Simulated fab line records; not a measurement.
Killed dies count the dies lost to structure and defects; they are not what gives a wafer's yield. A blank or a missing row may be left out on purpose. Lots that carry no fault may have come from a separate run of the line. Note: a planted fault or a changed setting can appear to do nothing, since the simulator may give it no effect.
Struck lot and sound lot, side by side | flow nandHarc | 14 steps out of a route of 1159
Sound: these wafers, L465.1, L465.2, L465.3. Struck: wafers L481.2, L481.4 (left out: L481.5, a lot-mate that was not struck); the cause follows at the end.
At each step with rows: each side's tool, then ch and its chambers, then its first start. Under that, the readings that differ: sound wafers | struck wafers | difference of the means | sigmas: that difference in standard deviations of wafers without a fault.
alike: readings whose means differ by less than 2 such deviations, and words and numbers that are the same on both sides. not compared: withheld readings, readings that some wafer has no value for, bounds like >300 that may hide the same value, and numbers for which the record gives no deviation and whose values overlap.
A row with sigmas, a row that says differs or no value, or rows on one side alone: a step with any of these is where the two part. Numbers that don't overlap but have no deviation are shown without sigmas and don't part them. A reading missing from all wafers of one side parts the sides only when that side holds two or more wafers.

NHARC_A_BLC_INSPECT_12:
  sound: defectInspect-02 at day 16 22:34; struck: defectInspect-02 at day 22 01:28
  alike: rawDefectCount
then, 1 step without rows for these wafers: NHARC_A_BLC_DESCUM_15 (chemistry O2, time 3 s).
NHARC_A_BLC_ETCH_16: etches the open film in CF4, target depth 39 nm, time 65 s.
  sound on rieDiel-11 ch 1,2,3, day 16 22:55; struck on rieDiel-13 ch 2,3, day 22 01:37
reading             | sound | struck | difference | sigmas
rfHoursCounterH (h) | 2 1 1 | 4 4    | +3         | 
  alike: drypumpMotorCurrentA, oesProductAu, rfVppV, showerheadPlenumPTorr, throttleValvePct
NHARC_A_BLC_ETCH_17: etches the open film in N2/H2, target depth 390 nm, time 609.38 s.
  sound: rieDiel-11 ch 0,1,2; struck: rieDiel-13 ch 1,2
reading             | sound | struck | difference | sigmas
rfHoursCounterH (h) | 2 1 2 | 4 4    | +2         | 
  alike: drypumpMotorCurrentA, oesProductAu, rfVppV, showerheadPlenumPTorr, throttleValvePct
NHARC_A_BLC_ETCH_18: etches the open film in C4F8/O2/Ar, target depth 910 nm.
  sound: rieDiel-11 ch 1,2,3; struck: rieDiel-13 ch 0,1
reading             | sound | struck | difference | sigmas
rfHoursCounterH (h) | 3 2 2 | 4 4    | +2         | 
  alike: oesProductAu, rfVppV
NHARC_A_BLC_CD_MEAS_19:
  sound: cdSem-01 at day 17 00:22; struck: cdSem-03 at day 22 02:31
  alike: cdNm
then, 3 steps without rows for these wafers: NHARC_A_BLC_STRIP_29 (strips in CF4); NHARC_A_BLC_STRIP_21 (strips in O2); NHARC_A_BLC_STRIP_22 (strips in post etch residue remover, time 600 s).
NHARC_A_BLC_DEGAS_30: time 60 s.
  sound: pvdSputter-01 at day 17 01:01; struck: pvdSputter-01 at day 22 03:07
  alike: heaterPowerW
then, 2 steps without rows for these wafers: NHARC_A_BLC_PRE_CLEAN_31 (time 15 s); NHARC_A_BLC_PVD_32 (deposits Ti, target thk 5 nm, time 17.7 s).
NHARC_A_BLC_ALD_23: deposits TiN, target thk 3 nm, pulse time 1 s, ald cycles 150.
  sound on aldMetal-01 ch 0,1,2, day 17 01:17; struck on aldMetal-01 ch 0,1, day 22 03:23
reading   | sound       | struck | difference | sigmas
aldCycles | 150 150 150 | 65 65  | -85        | 
  alike: heaterPowerW, precursorPulseHeightRel
NHARC_A_BLC_CVD_24: deposits W, target thk 150 nm, time 434 s.
  sound: cvdW-01 ch 0,1; struck: cvdW-02 ch 0,1
reading              | sound       | struck  | difference | sigmas
throttleValvePct (%) | 8.2 8.7 8.4 | 7.4 7.8 | -0.8       | -2
  alike: heaterPowerW, mfcWf6Sccm

## WHERE THEY PART
At NHARC_A_BLC_CVD_24 and nowhere else, as far as this record goes.

WHY: what the simulator had put in
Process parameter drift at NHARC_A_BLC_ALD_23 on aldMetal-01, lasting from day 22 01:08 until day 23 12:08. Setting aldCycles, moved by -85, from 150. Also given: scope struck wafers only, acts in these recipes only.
